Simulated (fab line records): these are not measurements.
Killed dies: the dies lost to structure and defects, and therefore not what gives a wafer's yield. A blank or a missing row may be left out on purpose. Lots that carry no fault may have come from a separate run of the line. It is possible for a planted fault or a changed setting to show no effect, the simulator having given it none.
Comparing a struck lot with a sound one	flow n5 finfet	14 steps out of a route of 1938
Sound: the wafers L375.1, L375.3, L375.6. Wafers struck: L378.1, L378.2, L378.5. Last of all comes the cause.
Per side, at each step with rows, come the tool, then ch with its chambers, and then its first start. Under that, the readings that differ: sound wafers	struck wafers	difference of the means	sigmas: that difference in standard deviations of wafers without a fault.
alike: words and numbers the same on both sides, and readings whose means are apart by under 2 such deviations; not compared: readings that were withheld, readings missing a value for some wafer, numbers with overlapping values and no deviation given by the record, and bounds like >300 which may hide the same value.
Wherever a step has rows on one side only, a row that says differs or no value, or a row with sigmas, the two part there. When numbers do not overlap yet have no deviation, they are printed without sigmas and do not part them. A reading that every wafer of one side lacks parts them only if that side has two wafers or more.

first, 9 steps without rows for these wafers: N5_BEOL_M0_SAQP_STRIP_75 (strips in CF4); N5_BEOL_M0_CUTY_COAT_50 (time 60 s, resist thk 15 nm); N5_BEOL_M0_CUTY_COAT_51 (resist thk 150 nm); N5_BEOL_M0_CUTY_EBR_52; N5_BEOL_M0_CUTY_SOFTBAKE_53 (time 60 s); N5_BEOL_M0_CUTY_EXPOSE_54 (exposes mask M0 ABLK); N5_BEOL_M0_CUTY_PEB_55 (peb time 60 s); N5_BEOL_M0_CUTY_DEVELOP_56 (develop time 30 s); N5_BEOL_M0_CUTY_DESCUM_61 (chemistry O2, time 7.9 s).
N5_BEOL_M0_CUTY_ETCH_62: etches SiARC in CF4, time 58.5 s.
  sound on rie diel-01 ch 0,1,2, day 6 07:26; struck on rie diel-01 ch 1,2, day 6 22:05
  no value came back on the struck wafers for any of 8 readings (bias w (W), cf4 flow sccm (sccm) and others); on the sound wafers bias w (W) reads 35.87 35.81 36.10
reading	sound	struck	difference	sigmas
model.CAR-ArF-block_of_BEOL_M0_CUTY_COAT_51.thk nm (nm)	119.6 119.4 119.6	144.8 143.8 144.2	+24.7	
model.SiO2_of_BEOL_M0_SAQP_ALD_48.thk nm (nm)	13 13 13.4	13.8 14.8 14.4	+1.2	
  not compared: rf hours counter h
N5_BEOL_M0_CUTY_ETCH_63: etches SOC in N2/H2, target depth 82.7 nm, overetch 16.5 nm, time 124 s.
  sound on rie diel-01 ch 0,1,2, day 6 07:29; struck on rie diel-01 ch 1,2, day 6 22:08
reading	sound	struck	difference	sigmas
oes product au (a.u.)	0.74 0.54 0.58	0.33 0.27 0.26	-0.33	-5
model.SiO2_of_BEOL_M0_SAQP_ALD_48.thk nm (nm)	12.4 12.2 12.6	12.8 13.8 13.6	+1.0	
  alike: bias w, chamber pressure mTorr, drypump motor current A, rf vpp V, showerhead plenum p Torr, throttle valve pct
  not compared: rf hours counter h
then, 1 step without rows for these wafers: N5_BEOL_M0_CUTY_STRIP_64 (strips in N2/H2).
N5_BEOL_M4_RC_MEAS_101:
  the record has rows for the sound wafers here (prober-01 ch 0, day 8 02:25) and none for the struck ones
-- record jumps: 6 days separate the struck wafers' starts on either side; left off in module BEOL_M4, taken up again in module PASSIVATION, whose first shown step is the route's number 1936 --
N5_PASSIVATION_PROBE_49:
  the record has rows for the struck wafers here (prober-01, day 13 07:20) and none for the sound ones

== WHERE THEY PART ==
Earliest at N5_BEOL_M0_CUTY_ETCH_62; latest, in this record, at N5_PASSIVATION_PROBE_49.

WHY: what the simulator had put in
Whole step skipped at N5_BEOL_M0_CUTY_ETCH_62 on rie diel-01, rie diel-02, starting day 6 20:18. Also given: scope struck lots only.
